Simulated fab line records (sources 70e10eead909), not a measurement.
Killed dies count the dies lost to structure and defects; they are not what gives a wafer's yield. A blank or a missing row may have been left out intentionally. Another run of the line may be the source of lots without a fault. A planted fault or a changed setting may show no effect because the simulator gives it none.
What tool caused it? | flow nand_harc | 42 wafers from 14 lots sampled at 4 of the route's 1302 steps

== WHAT EACH GAUGE READ, for each wafer ==
NHARC_END_SORT_01. Usual: defect_limited_yield is 90 % with standard deviation 3.3, killed_at_array is 61 with standard deviation 23, killed_at_other is 1.3 with standard deviation 1.4, killed_at_periphery is 4.0 with standard deviation 2.6, killed_dies is 66 with standard deviation 22, killed_open is 3.4 with standard deviation 1.8, and killed_short is 2.3 with standard deviation 1.4.
lot  | measured     | on        | defect_limited_yield (%) | killed_at_array | killed_at_other | killed_at_periphery | killed_dies | killed_open | killed_short | flag
L354 | day 25 20:53 | prober-01 | 90 91 92                 | 63 56 48        | 1 0 1           | 5 4 5               | 69 60 54    | 6 2 0       | 3 3 3        |
L361 | day 28 15:45 | prober-01 | 93 85 82                 | 41 32 39        | 2 0 1           | 3 72 79             | 46 104 119  | 1 3 1       | 4 4 5        | OFF
L362 | day 29 05:47 | prober-01 | 81 89 91                 | 57 70 56        | 3 1 0           | 68 2 5              | 128 73 61   | 3 5 4       | 1 1 4        | OFF
L371 | day 33 03:31 | prober-01 | 91 91 90                 | 57 57 60        | 0 1 1           | 4 4 4               | 61 62 65    | 2 6 4       | 2 0 3        |

== TOOL THAT RAN EACH LOT (tool first, then ch and the chambers of the sampled wafers, then the start) ==
lot  | NHARC_P_BONDPAD_PRE_CLEAN_26 | NHARC_THIN_TSV_DESCUM_14           | NHARC_THIN_TSV_ANNEAL_52
L350 | pvd_sputter-01, day 7 06:43  | rie_diel-10 ch 0,2,3, day 24 05:09 | rtp_anneal-01 ch 0, day 24 08:55
L351 | pvd_sputter-01, day 7 08:23  | rie_diel-13 ch 0,1,3, day 24 03:49 | rtp_anneal-01 ch 0, day 24 07:40
L352 | pvd_sputter-03, day 7 15:15  | rie_diel-05 ch 0,1,3, day 24 12:18 | rtp_anneal-02 ch 0, day 24 16:12
L353 | pvd_sputter-03, day 7 19:31  | rie_diel-13 ch 0,1,3, day 25 07:11 | rtp_anneal-02 ch 0, day 25 11:05
L354 | pvd_sputter-02, day 8 08:37  | rie_diel-05 ch 0,2,3, day 25 06:08 | rtp_anneal-01 ch 0, day 25 09:57
L355 | pvd_sputter-02, day 8 20:40  | rie_diel-05 ch 0,2,3, day 26 01:08 | rtp_anneal-01 ch 0, day 26 05:11
L357 | pvd_sputter-01, day 9 18:05  | rie_diel-13 ch 2,3, day 26 13:08   | rtp_anneal-01 ch 0, day 26 16:55
L361 | pvd_sputter-01, day 11 10:40 | rie_diel-13 ch 1,2,3, day 27 23:31 | rtp_anneal-01 ch 0, day 28 03:28
L362 | pvd_sputter-01, day 11 13:32 | rie_diel-13 ch 1,2,3, day 28 14:42 | rtp_anneal-02 ch 0, day 28 18:32
L368 | pvd_sputter-03, day 14 10:23 | rie_diel-13 ch 0,1,3, day 32 03:53 | rtp_anneal-01 ch 0, day 32 08:07
L369 | pvd_sputter-02, day 14 15:17 | rie_diel-10 ch 1,2, day 32 02:42   | rtp_anneal-01 ch 0, day 32 06:51
L371 | pvd_sputter-01, day 15 03:37 | rie_diel-13 ch 0,1,3, day 32 11:41 | rtp_anneal-02 ch 0, day 32 15:28
L370 | pvd_sputter-02, day 15 04:40 | rie_diel-13 ch 0,1,3, day 32 20:48 | rtp_anneal-01 ch 0, day 33 00:44
L373 | pvd_sputter-02, day 16 05:23 | rie_diel-13 ch 0,1,3, day 32 21:59 | rtp_anneal-01 ch 0, day 33 02:02
- NHARC_P_BONDPAD_PRE_CLEAN_26: time 30 s.
- NHARC_THIN_TSV_DESCUM_14: chemistry O2, time 3 s.
- NHARC_THIN_TSV_ANNEAL_52: time 90 s.

== WHAT THE TOOLS THEMSELVES READ (means of the sampled wafers that have a number; where no wafer has one, the mark that the record gives instead) ==
NHARC_P_BONDPAD_PRE_CLEAN_26. Usual: heater_power_w at 415 W, with a standard deviation of 48.
lot  | tool           | heater_power_w (W) | flag
L350 | pvd_sputter-01 | 408                |
L351 | pvd_sputter-01 | 429                |
L352 | pvd_sputter-03 | 385                |
L353 | pvd_sputter-03 | 358                |
L354 | pvd_sputter-02 | 376                |
L355 | pvd_sputter-02 | 405                |
L357 | pvd_sputter-01 | 426                |
L361 | pvd_sputter-01 | 402                |
L362 | pvd_sputter-01 | 432                |
L368 | pvd_sputter-03 | 393                |
L369 | pvd_sputter-02 | 428                |
L371 | pvd_sputter-01 | 447                |
L370 | pvd_sputter-02 | 413                |
L373 | pvd_sputter-02 | 387                |

NHARC_THIN_TSV_DESCUM_14. Usual: drypump_motor_current_A 5.7 A, standard deviation 0.57; oes_product_au 1.000 a.u., standard deviation 0.0077; rf_vpp_V 57.6 V, standard deviation 0.89; showerhead_plenum_p_Torr 1.88 Torr, standard deviation 0.08; throttle_valve_pct 11.310 %, standard deviation 0.008.
lot  | tool        | drypump_motor_current_A (A) | oes_product_au (a.u.) | rf_vpp_V (V) | showerhead_plenum_p_Torr (Torr) | throttle_valve_pct (%) | flag
L350 | rie_diel-10 | 6.3                         | 1.005                 | 57.8         | 1.94                            | 11.300                 |
L351 | rie_diel-13 | 5.6                         | 0.995                 | 58.2         | 1.82                            | 11.309                 |
L352 | rie_diel-05 | 5.2                         | 0.999                 | 58.5         | 1.97                            | 11.313                 |
L353 | rie_diel-13 | 5.6                         | 1.004                 | 57.3         | 1.82                            | 11.318                 |
L354 | rie_diel-05 | 5.2                         | 1.001                 | 57.0         | 1.90                            | 11.309                 |
L355 | rie_diel-05 | 5.2                         | 0.997                 | 57.9         | 1.90                            | 11.314                 |
L357 | rie_diel-13 | 5.5                         | 0.991                 | 57.6         | 1.85                            | 11.304                 |
L361 | rie_diel-13 | 5.3                         | 0.996                 | 57.2         | 1.85                            | 11.312                 |
L362 | rie_diel-13 | 5.3                         | 1.001                 | 57.7         | 1.85                            | 11.309                 |
L368 | rie_diel-13 | 5.7                         | 1.000                 | 57.1         | 1.82                            | 11.305                 |
L369 | rie_diel-10 | 6.2                         | 1.008                 | 58.5         | 1.92                            | 11.307                 |
L371 | rie_diel-13 | 5.7                         | 1.001                 | 56.9         | 1.82                            | 11.312                 |
L370 | rie_diel-13 | 5.7                         | 1.003                 | 57.5         | 1.82                            | 11.306                 |
L373 | rie_diel-13 | 5.7                         | 1.002                 | 57.6         | 1.82                            | 11.321                 |

NHARC_THIN_TSV_ANNEAL_52. Usual: wafer_temp_C_max at 225.85, with a standard deviation of 0.21.
lot  | tool          | wafer_temp_C_max | flag
L350 | rtp_anneal-01 | 225.78           |
L351 | rtp_anneal-01 | 226.13           |
L352 | rtp_anneal-02 | 225.86           |
L353 | rtp_anneal-02 | 226.03           |
L354 | rtp_anneal-01 | 225.78           |
L355 | rtp_anneal-01 | 225.81           |
L357 | rtp_anneal-01 | 225.74           |
L361 | rtp_anneal-01 | 225.95           |
L362 | rtp_anneal-02 | 225.72           |
L368 | rtp_anneal-01 | 225.83           |
L369 | rtp_anneal-01 | 226.01           |
L371 | rtp_anneal-02 | 225.90           |
L370 | rtp_anneal-01 | 225.87           |
L373 | rtp_anneal-01 | 225.95           |

== THE ANSWER, worked out from the rows above alone ==
Rule: a lot is off if the mean of its wafers that have a number lies more than 3 standard deviations from the usual mean. Also off: a lot with no number at a reading for which 4 or more lots have one. All remaining lots with rows at the step are treated as sound. After the gauges, taken in route order, come the tools' own readings; for these a lot's mean is taken, as printed above. The first step at which some lot is off is used, and at that step the reading that is off furthest; a lot without a number counts as furthest.
Off: L361, L362, at NHARC_END_SORT_01 (killed_at_periphery). Neither off nor sound, because the step has no rows for them: L350, L351, L352, L353, L355, L357, L368, L369, L370, L373.
If a tool, at a process step before that reading, ran all the lots that are off and no sound lot after the first of them, it fits. Those tools and the gauges at NHARC_END_SORT_01 are tried in the same way. Not one of the candidates tried fits.

== WHAT THE SIMULATOR HAD INSERTED ==
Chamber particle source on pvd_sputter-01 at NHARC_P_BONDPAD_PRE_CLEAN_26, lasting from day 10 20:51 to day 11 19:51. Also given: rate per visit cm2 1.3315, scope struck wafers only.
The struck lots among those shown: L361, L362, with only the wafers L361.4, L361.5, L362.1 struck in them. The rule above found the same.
